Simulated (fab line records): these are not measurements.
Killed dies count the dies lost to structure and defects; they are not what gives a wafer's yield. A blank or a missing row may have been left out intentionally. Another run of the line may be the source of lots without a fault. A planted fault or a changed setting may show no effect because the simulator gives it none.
Chamber matching ; flow nand-harc ; NHARC_THIN_TSV_ETCHBACK_48 on rie-diel-07 has 4 sister chambers
The step etches the open film in C4F8/Ar, target depth 1028.5 nm, time 405.17 s. 4 wafers are shown with their chamber, then 7 later ones without.

== EACH WAFER AND ITS CHAMBER ==
wafer;chamber;rf-vpp-V (V)
L106.4;2;548.2
L113.6;3;542.6
L115.2;1;542.9
L115.3;0;546.0

== WAFERS MISSING THEIR CHAMBER ==
wafer;rf-vpp-V (V)
L115.5;548.8
L122.2;548.5
L122.4;548.1
L122.6;540.0
L123.4;541.8
L123.5;543.6
L123.6;547.2

== THE CHAMBER EACH PASSED THROUGH ==
wafer;from the rows above;in truth
L115.5;can't be placed: 2 or 0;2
L122.2;can't be placed: 2 or 0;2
L122.4;can't be placed: 2 or 0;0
L122.6;can't be placed: 3 or 1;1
L123.4;can't be placed: 3 or 1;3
L123.5;can't be placed: 1 or 3 or 0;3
L123.6;can't be placed: 2 or 0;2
Correctly placed: 0 of 7. Not placeable from these rows: 7 (in 7, the candidates include the true chamber). 0 placed wrongly.
How it was worked out, from the rows above alone: a wafer's distance from a chamber is the root of the sum, over the readings, of the square of ((its reading less the chamber's mean) divided by the reading's scatter). The wafer belongs to the nearest chamber; if the next one is less than 2 further off, it can't be placed. For every chamber, the mean is computed from those of its wafers that are shown. The scatter: root of mean squared gap, hidden wafer to nearest shown wafer, with one shown wafer a chamber.
